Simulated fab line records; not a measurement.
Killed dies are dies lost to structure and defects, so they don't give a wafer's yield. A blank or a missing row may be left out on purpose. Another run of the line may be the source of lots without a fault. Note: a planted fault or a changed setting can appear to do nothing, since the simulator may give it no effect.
fab line records	flow n5Finfet
record lots=24	wafers=72	lastDay=18
route steps=1938 shown BEOL_M2@923 BEOL_M3@944
lots with no fault: from the same line, run without faults
startH: start of the lot's first displayed wafer, in hours after the record's first day	waitH: hours since the lot's step before	" as in the row above	L1.1+2: a row that stands for several wafers	- value missing, or start not given	* or withheld: withheld	< > ~ a bound
route shown NAME@n: names a module that has steps shown in the file, with the first one's number in the route	usual: average and standard deviation across the fault-free wafers	same: alike in all rows	chamber/n: place in a boat	sites: per-site readings	_std_site: the values' standard deviation	_edge_site: outer sites' mean less inner sites'	radiusMm: for every site, how far away it sits from the centre of the wafer	mask NAME#n: copy n	behind: the tool/chamber that last shaped the wafer	hold: why the lot went on hold/how many hours it stayed there/how the hold came to an end	device: names the non-switching transistor (n, p or np)	end of line: the same wafers' tests at the end of the route	where a step has no rows: the recipe by itself	killed: not the wafer's yield, but the dies lost to structure and defects at the first sort	map: shows each die of a wafer: x if killed, . if not, _ if none is there
set.NAME: the setting the step ran with; set.NAME@STEP: the setting that earlier step ran with	model.NAME: the simulator's own value behind a step, which no gauge read
route steps across a sampled set of lots; one table per step, one row per wafer
services: a tool's chamber out of use, with start hour (startH, from the record's first day; less than 0 if before it), hours out, and reason
## steps
# step N5_BEOL_M2_CMP_52
# recipe stopOn=SiOC	tOverpolishS=6.8	downForcePsi=1	platenRpm=50	clearingPlatenDownForcePsi=1.5	clearingPlatenRpm=50	postCmpClean=cuAlkaline	targetThkNm=40	clearingPlatenPadVelocityMS=0.99484	padVelocityMS=0.99484
# usual barrierFieldEndpointS=25.0/0.55	motorCurrentA=5.6/0.76	overpolishRunS=6.801/0.0094	timeToEndpointS=64.8/2.7
# same tOverpolishS=6.8
lot.wafer	tool	chamber	startH	waitH	barrierFieldEndpointS	motorCurrentA	overpolishRunS	timeToEndpointS
L074.1	cmp-04	1	143.35	0.3	24.9	6.8	6.802	68.5
L074.4	"	3	"	"	25.2	5.4	6.801	68.0
L074.6	"	1	"	"	24.7	6.4	6.789	65.7
L075.4	cmp-04	3	148.40	0.3	26.0	5.7	6.809	70.1
L075.3	"	0	"	"	24.9	4.6	6.819	68.7
L075.5	"	2	"	"	24.5	5.2	6.809	65.4
L076.4	cmp-04	2	150.10	0.1	24.6	5.0	6.801	65.7
L076.3	"	0	"	"	24.8	4.6	6.813	62.2
L076.6	"	2	"	"	24.4	5.2	6.811	63.0
L077.3	cmp-01	3	163.76	0.2	24.1	6.3	6.788	62.3
L077.4	"	0	"	"	24.5	7.1	6.782	62.5
L077.6	"	2	"	"	25.3	6.4	6.808	66.8
L078.2	cmp-04	2	164.15	0.3	24.8	5.2	6.810	65.0
L078.4	"	3	"	"	25.2	5.7	6.783	67.0
L078.6	"	1	"	"	25.4	6.8	6.796	67.1
L079.1	cmp-04	2	168.20	0.3	24.9	5.4	6.819	64.4
L079.2	"	0	"	"	24.8	4.6	6.793	65.6
L079.4	"	1	"	"	25.1	6.7	6.799	64.7
L080.1	cmp-04	1	176.45	0.6	24.9	6.6	6.791	66.1
L080.3	"	2	"	"	24.8	5.2	6.809	64.7
L080.6	"	0	"	"	24.5	4.5	6.788	63.4
L083.4	cmp-04	2	194.66	0.1	25.6	5.3	6.811	65.1
L083.1	"	0	"	"	24.4	4.5	6.803	67.6
L083.5	"	2	"	"	24.8	5.2	6.795	65.2
L081.2	cmp-04	3	195.37	0.2	25.7	5.6	6.793	70.6
L081.4	"	1	"	"	25.7	6.3	6.810	65.4
L081.6	"	3	"	"	26.1	5.7	6.808	69.3
L082.1	cmp-03	3	201.76	0.3	24.1	6.2	6.810	59.3
L082.2	"	0	"	"	25.2	5.2	6.798	61.7
L082.6	"	3	"	"	25.3	6.3	6.801	61.1
L085.4	cmp-04	0	204.12	0.2	24.7	4.6	6.792	64.9
L085.2	"	2	"	"	24.7	4.9	6.800	64.1
L085.5	"	3	"	"	24.7	5.9	6.804	69.5
L084.3	cmp-04	1	208.30	0.2	24.8	6.7	6.795	68.4
L084.5	"	3	"	"	25.9	5.7	6.800	67.9
L084.6	"	0	"	"	25.4	4.7	6.810	66.2
L086.3	cmp-03	1	211.36	0.2	24.8	5.2	6.784	66.0
L086.1	"	3	"	"	25.1	6.6	6.805	60.6
L086.5	"	1	"	"	25.3	5.0	6.808	66.0
L087.3	cmp-04	0	228.40	0.3	25.6	4.4	6.812	64.2
L087.4	"	1	"	"	25.9	6.5	6.802	64.6
L087.6	"	3	"	"	26.0	5.6	6.798	66.3
L089.4	cmp-03	0	247.53	0.2	25.2	5.1	6.822	67.0
L089.5	"	1	"	"	24.7	5.2	6.815	68.5
L089.6	"	2	"	"	26.1	5.4	6.792	66.1
L090.1	cmp-01	3	261.43	0.3	25.2	6.0	6.809	61.1
L090.3	"	0	"	"	24.5	7.3	6.810	57.8
L090.5	"	2	"	"	25.8	6.5	6.807	65.1
L088.2	cmp-04	2	265.61	0.3	25.3	5.2	6.807	63.6
L088.6	"	0	"	"	24.6	4.5	6.803	61.7
L088.5	"	1	"	"	25.1	6.6	6.818	62.4
L091.2	cmp-04	1	270.33	0.2	26.1	6.7	6.800	67.5
L091.3	"	2	"	"	25.4	5.0	6.808	65.8
L091.1	"	3	"	"	25.4	5.6	6.794	67.0
L094.4	cmp-01	3	270.47	0.2	23.9	6.1	6.805	60.0
L094.1	"	0	"	"	24.3	7.3	6.802	61.0
L094.6	"	3	"	"	24.9	5.6	6.792	63.4
L093.2	cmp-04	1	270.57	0.2	23.7	6.4	6.805	60.8
L093.5	"	1	"	"	24.2	6.7	6.811	61.0
L093.6	"	2	"	"	25.4	5.3	6.800	64.1
L096.2	cmp-01	0	278.79	0.2	25.0	7.5	6.795	63.5
L096.4	"	2	"	"	27.2	6.4	6.802	70.3
L096.6	"	0	"	"	25.0	7.5	6.801	61.6
L092.3	cmp-04	0	282.34	0.3	24.7	4.5	6.799	67.7
L092.5	"	2	"	"	24.3	5.3	6.792	64.5
L092.6	"	3	"	"	24.3	5.4	6.802	66.1
L095.3	cmp-04	3	285.43	0.2	24.1	5.3	6.785	62.8
L095.4	"	0	"	"	25.0	4.7	6.794	63.6
L095.1	"	1	"	"	24.6	6.4	6.795	63.8
L097.1	cmp-03	3	298.77	0.3	23.8	6.4	6.800	58.0
L097.5	"	1	"	"	24.3	4.8	6.804	64.7
L097.6	"	2	"	"	24.9	5.0	6.783	60.6
# step N5_BEOL_M3_CD_MEAS_11
# recipe targetCdNm=17.05	landingEnergyEv=500	detector=seInlens	polarity=opening
# usual cdNm=17.04/0.24
lot.wafer	tool	chamber	startH	waitH	cdNm
L074.1	cdSem-01	0	145.22	-	16.88
L074.4	"	0	"	"	17.28
L074.6	"	0	"	"	17.47
L075.3	cdSem-02	0	150.62	-	17.31
L075.4	"	0	"	"	16.70
L075.5	"	0	"	"	17.12
L076.3	cdSem-03	0	151.70	-	16.85
L076.4	"	0	"	"	17.13
L076.6	"	0	"	"	16.96
L077.3	cdSem-01	0	165.23	-	17.12
L077.4	"	0	"	"	17.26
L077.6	"	0	"	"	17.47
L078.2	cdSem-01	0	165.60	-	16.64
L078.4	"	0	"	"	17.53
L078.6	"	0	"	"	16.77
L079.1	cdSem-02	0	171.25	-	17.00
L079.2	"	0	"	"	16.91
L079.4	"	0	"	"	16.85
L080.1	cdSem-01	0	180.34	-	17.08
L080.3	"	0	"	"	16.91
L080.6	"	0	"	"	17.27
L083.1	cdSem-02	0	196.59	-	17.06
L083.4	"	0	"	"	17.00
L083.5	"	0	"	"	16.95
L081.2	cdSem-03	0	197.16	-	17.08
L081.4	"	0	"	"	17.09
L081.6	"	0	"	"	17.11
L082.1	cdSem-01	0	205.26	-	17.09
L082.2	"	0	"	"	17.02
L082.6	"	0	"	"	17.19
L085.2	cdSem-02	0	205.53	-	16.81
L085.4	"	0	"	"	17.06
L085.5	"	0	"	"	17.17
L084.3	cdSem-01	0	209.43	-	17.01
L084.5	"	0	"	"	17.19
L084.6	"	0	"	"	17.15
L086.1	cdSem-02	0	214.54	-	16.69
L086.3	"	0	"	"	17.02
L086.5	"	0	"	"	17.19
L087.3	cdSem-03	0	229.60	-	16.43
L087.4	"	0	"	"	16.81
L087.6	"	0	"	"	17.26
L089.4	cdSem-02	0	249.90	-	16.81
L089.5	"	0	"	"	17.02
L089.6	"	0	"	"	17.00
L090.1	cdSem-03	0	265.85	-	17.09
L090.3	"	0	"	"	17.01
L090.5	"	0	"	"	17.03
L088.2	cdSem-02	0	267.21	-	16.87
L088.5	"	0	"	"	16.43
L088.6	"	0	"	"	17.32
L091.1	cdSem-03	0	273.83	-	17.26
L091.2	"	0	"	"	16.92
L091.3	"	0	"	"	16.81
L094.1	cdSem-02	0	273.94	-	17.50
L094.4	"	0	"	"	16.81
L094.6	"	0	"	"	16.96
L093.2	cdSem-03	0	274.11	-	17.17
L093.5	"	0	"	"	16.78
L093.6	"	0	"	"	17.51
L096.2	cdSem-03	0	280.19	-	17.27
L096.4	"	0	"	"	16.66
L096.6	"	0	"	"	16.82
L092.3	cdSem-03	0	284.78	-	17.08
L092.5	"	0	"	"	16.74
L092.6	"	0	"	"	17.14
L095.1	cdSem-01	0	287.85	-	17.33
L095.3	"	0	"	"	17.34
L095.4	"	0	"	"	17.09
L097.1	cdSem-03	0	299.90	-	17.31
L097.5	"	0	"	"	17.50
L097.6	"	0	"	"	16.88
# step N5_BEOL_M3_ETCH_69
# recipe chemistry=CF4	target=SiARC	targetDepthA=156	maskMaterial=CAR-EUV	timeS=26	ionEnergyEv=80	pressureMtorr=40	sourceW=545	biasW=36	Ar_flow_sccm=100	cf4FlowSccm=100	ends=cleared
# usual drypumpMotorCurrentA=5.8/0.7	etchRfOnTimeS=26.4/0.67	oesProductAu=0.65/0.051	rfVppV=184.0/1	showerheadPlenumPTorr=2.12/0.054	throttleValvePct=15.53/0.19
lot.wafer	tool	chamber	startH	waitH	drypumpMotorCurrentA	etchRfOnTimeS	oesProductAu	rfHoursCounterH	rfVppV	showerheadPlenumPTorr	throttleValvePct
L074.1	rieDiel-01	2	146.79	0.0	5.2	26.9	0.62	149	183.1	2.15	15.36
L074.4	"	3	"	"	6.4	26.2	0.75	33	183.1	2.11	15.50
L074.6	"	0	"	"	5.6	25.5	0.69	-	183.9	2.17	15.73
L075.3	rieDiel-01	1	151.66	0.0	4.9	26.8	0.60	188	183.2	2.04	15.68
L075.4	"	2	"	"	5.2	27.1	0.62	151	184.6	2.15	15.38
L075.5	"	1	"	"	4.9	26.8	0.61	-	181.9	2.04	15.67
L076.3	rieDiel-04	0	152.77	0.0	5.4	26.7	0.62	184	185.4	2.20	15.49
L076.4	"	1	"	"	4.7	25.7	0.64	149	184.4	2.22	15.43
L076.6	"	0	"	"	5.4	26.6	0.61	-	184.2	2.20	15.50
L077.3	rieDiel-01	1	166.51	0.0	4.8	26.5	0.61	193	182.5	2.04	15.68
L077.4	"	3	"	"	6.4	26.4	0.74	37	184.0	2.11	15.52
L077.6	"	2	"	"	5.2	27.0	0.62	-	184.2	2.15	15.38
L078.2	rieDiel-01	2	166.88	0.0	5.2	26.9	0.61	155	184.7	2.15	15.38
L078.4	"	0	"	"	5.6	25.4	0.69	119	184.1	2.17	15.75
L078.6	"	3	"	"	6.4	25.9	0.75	-	183.2	2.11	15.52
L079.1	rieDiel-01	2	172.43	0.0	5.2	27.3	0.61	157	184.1	2.15	15.37
L079.2	"	1	"	"	4.9	26.9	0.60	194	182.6	2.04	15.66
L079.4	"	3	"	"	6.4	26.4	0.74	39	183.9	2.11	15.51
L080.1	rieDiel-04	3	181.38	0.0	6.7	26.3	0.71	62	183.3	2.10	15.49
L080.3	"	1	"	"	4.7	25.7	0.63	160	186.3	2.22	15.46
L080.6	"	2	"	"	6.5	26.8	0.76	-	182.5	2.09	15.18
L083.1	rieDiel-03	1	197.99	0.0	5.4	26.2	0.72	49	184.4	2.17	15.14
L083.4	"	0	"	"	6.4	27.4	0.68	94	184.8	2.15	15.39
L083.5	"	1	"	"	5.3	26.3	0.71	-	184.3	2.17	15.14
L081.2	rieDiel-01	2	198.34	0.0	5.2	27.0	0.60	166	184.7	2.14	15.40
L081.4	"	2	"	"	5.2	27.0	0.61	-	184.2	2.14	15.38
L081.6	"	1	"	"	4.9	27.4	0.59	-	183.8	2.04	15.69
L082.1	rieDiel-04	0	207.16	0.0	5.4	26.7	0.61	197	185.3	2.19	15.54
L082.2	"	3	"	"	6.8	26.4	0.70	70	185.0	2.09	15.51
L082.6	"	3	"	"	6.7	26.5	0.70	-	183.3	2.09	15.52
L085.2	rieDiel-04	2	207.40	0.0	6.5	27.1	0.74	24	184.8	2.09	15.21
L085.4	"	1	"	"	4.7	26.0	0.63	167	183.6	2.21	15.46
L085.5	"	1	"	"	4.7	25.9	0.63	-	185.7	2.21	15.46
L084.3	rieDiel-04	1	210.48	0.0	4.7	25.7	0.62	168	184.1	2.21	15.47
L084.5	"	0	"	"	5.4	26.5	0.60	-	186.2	2.19	15.53
L084.6	"	1	"	"	4.7	25.4	0.63	-	184.1	2.21	15.47
L086.1	rieDiel-01	1	216.13	0.0	4.9	26.9	0.59	207	183.6	2.04	15.70
L086.3	"	2	"	"	5.2	26.6	0.60	174	183.8	2.14	15.40
L086.5	"	3	"	"	6.4	26.2	0.72	-	183.4	2.11	15.54
L087.3	rieDiel-03	0	230.76	0.0	6.4	27.2	0.66	103	183.6	2.14	15.38
L087.4	"	2	"	"	6.6	26.1	0.64	187	182.5	2.04	15.73
L087.6	"	3	"	"	6.5	25.4	0.62	-	184.6	2.11	15.70
L089.4	rieDiel-03	1	251.91	0.0	5.3	26.4	0.70	63	185.3	2.17	15.16
L089.5	"	0	"	"	6.4	27.3	0.66	-	183.6	2.14	15.41
L089.6	"	3	"	"	6.4	25.6	0.61	-	184.4	2.11	15.69
L090.1	rieDiel-03	0	267.06	0.0	6.4	27.6	0.66	113	185.1	2.14	15.39
L090.3	"	2	"	"	6.6	26.4	0.63	197	181.8	2.04	15.76
L090.5	"	0	"	"	6.4	27.8	0.66	-	185.4	2.14	15.41
L088.2	rieDiel-04	2	268.46	0.0	6.5	26.6	0.71	42	183.2	2.08	15.23
L088.5	"	3	"	"	6.8	25.8	0.69	-	184.0	2.09	15.55
L088.6	"	0	"	"	5.3	26.3	0.60	-	183.8	2.19	15.56
L091.1	rieDiel-03	2	275.02	0.0	6.6	26.1	0.63	200	182.6	2.04	15.77
L091.2	"	3	"	"	6.4	25.7	0.61	225	184.8	2.11	15.69
L091.3	"	1	"	"	5.3	26.2	0.70	70	184.3	2.17	15.19
L094.1	rieDiel-01	3	275.11	0.0	6.4	26.4	0.70	64	182.7	2.10	15.56
L094.4	"	2	"	"	5.2	26.8	0.60	191	184.1	2.14	15.46
L094.6	"	0	"	"	5.6	25.1	0.67	-	183.8	2.16	15.80
L093.2	rieDiel-01	3	275.25	0.0	6.4	26.7	0.70	64	185.8	2.10	15.57
L093.5	"	3	"	"	6.4	26.8	0.71	-	184.5	2.10	15.55
L093.6	"	0	"	"	5.6	25.7	0.67	-	183.2	2.16	15.78
L096.2	rieDiel-03	2	281.25	0.0	6.6	26.4	0.62	201	183.2	2.04	15.76
L096.4	"	3	"	"	6.4	25.9	0.60	227	183.7	2.11	15.71
L096.6	"	2	"	"	6.6	26.5	0.62	-	182.8	2.04	15.76
L092.3	rieDiel-01	2	285.82	0.0	5.2	26.8	0.59	193	184.0	2.14	15.46
L092.5	"	1	"	"	4.8	27.3	0.58	-	183.5	2.03	15.74
L092.6	"	2	"	"	5.2	26.7	0.59	-	185.0	2.14	15.46
L095.1	rieDiel-03	0	288.99	0.0	6.4	27.9	0.65	118	186.5	2.14	15.42
L095.3	"	2	"	"	6.6	26.7	0.62	204	184.1	2.04	15.77
L095.4	"	3	"	"	6.4	25.7	0.61	230	182.3	2.11	15.71
L097.1	rieDiel-03	0	301.07	0.0	6.4	27.6	0.65	123	184.9	2.14	15.43
L097.5	"	0	"	"	6.4	27.7	0.65	-	183.9	2.14	15.44
L097.6	"	2	"	"	6.6	26.4	0.62	-	183.4	2.04	15.76
# step N5_BEOL_M3_CD_MEAS_35
# recipe targetCdNm=18	targetCdYNm=21	polarity=opening
# usual cdNm=17.9/0.39
lot.wafer	tool	chamber	startH	waitH	cdNm
L074.1	cdSem-03	-	150.07	0.0	18.0
L074.4	"	-	"	"	18.4
L074.6	"	-	"	"	18.1
L075.3	cdSem-02	-	155.33	0.0	18.1
L075.4	"	-	"	"	18.3
L075.5	"	-	"	"	18.2
L076.3	cdSem-03	-	155.37	0.0	18.0
L076.4	"	-	"	"	17.9
L076.6	"	-	"	"	18.1
L077.3	cdSem-01	-	167.87	0.0	17.4
L077.4	"	-	"	"	17.2
L077.6	"	-	"	"	18.0
L078.2	cdSem-03	-	167.91	0.0	17.8
L078.4	"	-	"	"	17.6
L078.6	"	-	"	"	18.5
L079.1	cdSem-01	-	176.00	0.0	17.9
L079.2	"	-	"	"	17.2
L079.4	"	-	"	"	17.6
L080.1	cdSem-03	-	185.32	0.0	17.7
L080.3	"	-	"	"	17.2
L080.6	"	-	"	"	17.9
L083.1	cdSem-02	-	205.32	0.0	17.7
L083.4	"	-	"	"	18.3
L083.5	"	-	"	"	17.8
L081.2	cdSem-02	-	205.66	0.0	18.0
L081.4	"	-	"	"	18.4
L081.6	"	-	"	"	18.0
L082.1	cdSem-02	-	208.92	0.0	18.0
L082.2	"	-	"	"	18.1
L082.6	"	-	"	"	18.4
L085.2	cdSem-02	-	216.61	0.0	18.0
L085.4	"	-	"	"	18.0
L085.5	"	-	"	"	17.9
L084.3	cdSem-02	-	220.14	0.0	18.0
L084.5	"	-	"	"	18.1
L084.6	"	-	"	"	17.9
L086.1	cdSem-01	-	225.38	0.0	17.8
L086.3	"	-	"	"	18.2
L086.5	"	-	"	"	17.0
L087.3	cdSem-03	-	234.18	0.0	17.8
L087.4	"	-	"	"	17.4
L087.6	"	-	"	"	18.2
L089.4	cdSem-02	-	254.31	0.0	17.8
L089.5	"	-	"	"	17.5
L089.6	"	-	"	"	18.1
L090.1	cdSem-03	-	270.53	0.0	17.5
L090.3	"	-	"	"	18.2
L090.5	"	-	"	"	17.3
L088.2	cdSem-01	-	274.31	0.0	17.4
L088.5	"	-	"	"	17.6
L088.6	"	-	"	"	17.9
L091.1	cdSem-03	-	278.81	0.0	18.4
L091.2	"	-	"	"	18.5
L091.3	"	-	"	"	18.2
L094.1	cdSem-01	-	279.75	0.0	18.0
L094.4	"	-	"	"	17.3
L094.6	"	-	"	"	17.6
L093.2	cdSem-03	-	283.83	0.0	18.1
L093.5	"	-	"	"	18.5
L093.6	"	-	"	"	18.4
L096.2	cdSem-02	-	284.06	0.0	18.2
L096.4	"	-	"	"	17.7
L096.6	"	-	"	"	17.6
L092.3	cdSem-03	-	287.34	0.0	17.7
L092.5	"	-	"	"	18.2
L092.6	"	-	"	"	17.8
L095.1	cdSem-01	-	295.46	0.0	18.1
L095.3	"	-	"	"	18.7
L095.4	"	-	"	"	18.4
L097.1	cdSem-02	-	307.95	0.0	17.5
L097.5	"	-	"	"	18.6
L097.6	"	-	"	"	18.4
# step N5_BEOL_M3_DEGAS_44
# recipe ambient=vacuum	tempC=250	timeS=60
# usual heaterPowerW=339/32
lot.wafer	tool	chamber	startH	waitH	heaterPowerW
L074.1	pvdSputter-01	-	150.53	0.5	296
L074.4	"	-	"	"	295
L074.6	"	-	"	"	298
L075.3	pvdSputter-02	-	155.73	0.4	332
L075.4	"	-	"	"	334
L075.5	"	-	"	"	343
L076.3	pvdSputter-02	-	155.81	0.4	344
L076.4	"	-	"	"	324
L076.6	"	-	"	"	344
L077.3	pvdSputter-01	-	168.04	0.2	297
L077.4	"	-	"	"	391
L077.6	"	-	"	"	397
L078.2	pvdSputter-02	-	168.07	0.2	341
L078.4	"	-	"	"	345
L078.6	"	-	"	"	361
L079.1	pvdSputter-03	-	176.10	0.1	293
L079.2	"	-	"	"	333
L079.4	"	-	"	"	361
L080.1	pvdSputter-02	-	185.43	0.1	329
L080.3	"	-	"	"	336
L080.6	"	-	"	"	336
L083.1	pvdSputter-01	-	205.67	0.4	370
L083.4	"	-	"	"	304
L083.5	"	-	"	"	297
L081.2	pvdSputter-02	-	205.71	0.0	331
L081.4	"	-	"	"	359
L081.6	"	-	"	"	335
L082.1	pvdSputter-01	-	208.97	0.0	383
L082.2	"	-	"	"	298
L082.6	"	-	"	"	397
L085.2	pvdSputter-03	-	216.65	0.0	349
L085.4	"	-	"	"	346
L085.5	"	-	"	"	355
L084.3	pvdSputter-03	-	220.18	0.0	366
L084.5	"	-	"	"	288
L084.6	"	-	"	"	353
L086.1	pvdSputter-03	-	225.42	0.0	336
L086.3	"	-	"	"	295
L086.5	"	-	"	"	291
L087.3	pvdSputter-02	-	234.26	0.1	338
L087.4	"	-	"	"	353
L087.6	"	-	"	"	366
L089.4	pvdSputter-01	-	254.91	0.6	290
L089.5	"	-	"	"	395
L089.6	"	-	"	"	372
L090.1	pvdSputter-03	-	270.68	0.1	289
L090.3	"	-	"	"	338
L090.5	"	-	"	"	342
L088.2	pvdSputter-02	-	275.16	0.9	348
L088.5	"	-	"	"	325
L088.6	"	-	"	"	353
L091.1	pvdSputter-01	-	279.19	0.4	364
L091.2	"	-	"	"	296
L091.3	"	-	"	"	389
L094.1	pvdSputter-01	-	279.81	0.1	297
L094.4	"	-	"	"	400
L094.6	"	-	"	"	301
L093.2	pvdSputter-01	-	284.36	0.5	385
L093.5	"	-	"	"	293
L093.6	"	-	"	"	393
L096.2	pvdSputter-01	-	284.62	0.6	295
L096.4	"	-	"	"	293
L096.6	"	-	"	"	387
L092.3	pvdSputter-02	-	287.56	0.2	341
L092.5	"	-	"	"	355
L092.6	"	-	"	"	363
L095.1	pvdSputter-01	-	295.55	0.1	295
L095.3	"	-	"	"	386
L095.4	"	-	"	"	365
L097.1	pvdSputter-01	-	308.19	0.2	293
L097.5	"	-	"	"	300
L097.6	"	-	"	"	301
# step N5_BEOL_M3_ANNEAL_93
# recipe tempC=400	timeS=240	ambient=vacuum
# usual heaterPowerW=844/68
lot.wafer	tool	chamber	startH	waitH	heaterPowerW
L074.1	pvdSputter-01	-	152.69	0.0	753
L074.4	"	-	"	"	900
L074.6	"	-	"	"	949
L075.3	pvdSputter-02	-	157.72	0.0	817
L075.4	"	-	"	"	806
L075.5	"	-	"	"	837
L076.3	pvdSputter-01	-	157.94	0.0	1004
L076.4	"	-	"	"	895
L076.6	"	-	"	"	739
L077.3	pvdSputter-02	-	170.02	0.0	871
L077.4	"	-	"	"	831
L077.6	"	-	"	"	841
L078.2	pvdSputter-01	-	170.30	0.0	751
L078.4	"	-	"	"	899
L078.6	"	-	"	"	743
L079.1	pvdSputter-03	-	178.25	0.0	896
L079.2	"	-	"	"	818
L079.4	"	-	"	"	874
L080.1	pvdSputter-03	-	187.52	0.0	891
L080.3	"	-	"	"	828
L080.6	"	-	"	"	838
L083.1	pvdSputter-03	-	207.62	0.0	731
L083.4	"	-	"	"	818
L083.5	"	-	"	"	838
L081.2	pvdSputter-01	-	207.79	0.0	764
L081.4	"	-	"	"	729
L081.6	"	-	"	"	966
L082.1	pvdSputter-03	-	212.72	0.0	833
L082.2	"	-	"	"	892
L082.6	"	-	"	"	878
L085.2	pvdSputter-02	-	218.76	0.0	823
L085.4	"	-	"	"	875
L085.5	"	-	"	"	880
L084.3	pvdSputter-03	-	222.47	0.0	851
L084.5	"	-	"	"	828
L084.6	"	-	"	"	850
L086.1	pvdSputter-02	-	227.37	0.0	853
L086.3	"	-	"	"	921
L086.5	"	-	"	"	824
L087.3	pvdSputter-03	-	236.25	0.0	845
L087.4	"	-	"	"	724
L087.6	"	-	"	"	848
L089.4	pvdSputter-02	-	257.06	0.0	852
L089.5	"	-	"	"	851
L089.6	"	-	"	"	850
L090.1	pvdSputter-01	-	272.70	0.0	738
L090.3	"	-	"	"	987
L090.5	"	-	"	"	911
L088.2	pvdSputter-02	-	277.48	0.0	866
L088.5	"	-	"	"	841
L088.6	"	-	"	"	826
L091.1	pvdSputter-03	-	281.24	0.0	865
L091.2	"	-	"	"	726
L091.3	"	-	"	"	852
L094.1	pvdSputter-03	-	283.08	0.0	849
L094.4	"	-	"	"	739
L094.6	"	-	"	"	894
L093.2	pvdSputter-01	-	286.44	0.0	915
L093.5	"	-	"	"	731
L093.6	"	-	"	"	929
L096.2	pvdSputter-03	-	287.08	0.0	843
L096.4	"	-	"	"	842
L096.6	"	-	"	"	843
L092.3	pvdSputter-02	-	289.85	0.0	904
L092.5	"	-	"	"	823
L092.6	"	-	"	"	829
L095.1	pvdSputter-02	-	297.81	0.0	822
L095.3	"	-	"	"	823
L095.4	"	-	"	"	867
L097.1	pvdSputter-02	-	310.23	0.0	826
L097.5	"	-	"	"	879
L097.6	"	-	"	"	857
## services
tool	chamber	startH	hours	kind
rieDiel-01	1	136.98	6.2	repair
cmp-01	-	146.36	4.0	pm
cmp-03	-	147.29	3.1	repair
cmp-01	-	150.36	-	consumableReplace:conditioner
rieDiel-04	3	157.82	7.7	repair
rieDiel-01	3	159.74	5.1	repair
rieDiel-04	0	164.51	10.8	repair
cmp-01	-	173.90	7.2	repair
cmp-03	-	184.75	1.7	repair
cmp-01	-	187.32	1.9	repair
cmp-03	-	191.84	4.0	pm
rieDiel-01	0	192.03	15.2	repair
pvdSputter-02	-	197.53	7.5	repair
rieDiel-01	3	199.51	13.7	repair
rieDiel-01	1	203.97	4.9	repair
cmp-03	-	205.24	4.4	pm
cmp-01	-	213.33	1.3	repair
rieDiel-01	3	233.71	4.6	repair
cmp-04	-	236.49	3.8	pm
cmp-01	-	243.11	5.2	pm
rieDiel-03	-	247.81	0.9	repair
rieDiel-03	1	292.57	11.4	repair
cmp-01	-	305.18	1.3	repair
rieDiel-04	-	307.34	1.1	repair
## key
fault none
